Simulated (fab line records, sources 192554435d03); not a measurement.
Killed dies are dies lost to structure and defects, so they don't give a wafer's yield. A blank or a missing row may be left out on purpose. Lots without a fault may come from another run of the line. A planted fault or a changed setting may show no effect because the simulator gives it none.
Which tool did it? | flow n5_finfet | 11 lots, 31 wafers sampled, at 2 steps of a route of 1938

WHAT THE GAUGES READ, wafer by wafer
N5_BEOL_M6_RS_MEAS_57: measures by four-point-probe. Usual: M6_RS 0.284 ohm/sq, standard deviation 0.0083.
lot  | measured     | on            | M6_RS (ohm/sq)    | flag
L100 | day 8 15:44  | film_metro-02 | 0.281 0.284       |
L102 | day 8 18:43  | film_metro-01 | 0.306 0.278 0.284 |
L106 | day 10 02:58 | film_metro-02 | 0.274 0.278 0.282 |
L107 | day 10 15:17 | film_metro-02 | 0.287 0.291       |
L112 | day 11 19:56 | film_metro-02 | 0.283 0.280 0.289 |
L113 | day 12 05:56 | film_metro-02 | 0.284 0.281 0.283 |
L116 | day 12 17:28 | film_metro-02 | 0.275 0.275 0.296 |
L117 | day 12 17:44 | film_metro-01 | 0.284 0.294 0.297 |
L120 | day 14 00:37 | film_metro-02 | 0.287 0.279 0.278 |
L119 | day 14 01:25 | film_metro-02 | 0.283 0.284 0.285 |
L121 | day 15 03:46 | film_metro-02 | 0.275 0.282 0.283 |

N5_BEOL_M7_CD_MEAS_11: target cd 38.5 nm. Usual: cd_nm 38.4 nm, standard deviation 0.57.
lot  | measured     | on        | cd_nm (nm)     | flag
L100 | day 8 17:14  | cd_sem-03 | 38.9 38.4      |
L102 | day 8 19:58  | cd_sem-03 | 39.0 38.5 38.6 |
L106 | day 10 05:43 | cd_sem-03 | 39.2 38.2 39.2 |
L107 | day 10 18:44 | cd_sem-03 | 38.1 36.9      |
L112 | day 12 00:53 | cd_sem-03 | 37.3 37.6 37.3 |
L113 | day 12 07:44 | cd_sem-03 | 39.0 38.2 38.0 |
L116 | day 12 19:22 | cd_sem-01 | 38.2 38.1 37.4 |
L117 | day 12 19:35 | cd_sem-02 | 37.9 38.3 36.8 |
L120 | day 14 02:20 | cd_sem-03 | 39.3 37.9 38.7 |
L119 | day 14 04:40 | cd_sem-01 | 38.1 38.7 39.7 |
L121 | day 15 06:00 | cd_sem-01 | 37.8 38.1 38.0 |

WHICH TOOL RAN EACH LOT (tool, then ch and the chambers of the sampled wafers, then the start)
The record holds no process step before these readings.

WHAT THE TOOLS THEMSELVES READ (means of the sampled wafers that have a number; where no wafer has one, the mark that the record gives instead)
The record holds no such reading with a usual standard deviation.

THE ANSWER, worked out from the rows above alone
Rule: a lot is off if the mean of its wafers that have a number lies more than 3 standard deviations from the usual mean. A lot without any number at a reading at which 4 lots or more have one is off too. The other lots that the step has rows for count as sound. The gauges are gone through in route order, then the tools' own readings, and for those a lot's mean is taken as printed above. The first step at which some lot is off is used, and at that step the reading that is off furthest; a lot without a number counts as furthest.
No lot is off at any reading shown: from this, nothing can be told.

WHAT THE SIMULATOR HAD PUT IN
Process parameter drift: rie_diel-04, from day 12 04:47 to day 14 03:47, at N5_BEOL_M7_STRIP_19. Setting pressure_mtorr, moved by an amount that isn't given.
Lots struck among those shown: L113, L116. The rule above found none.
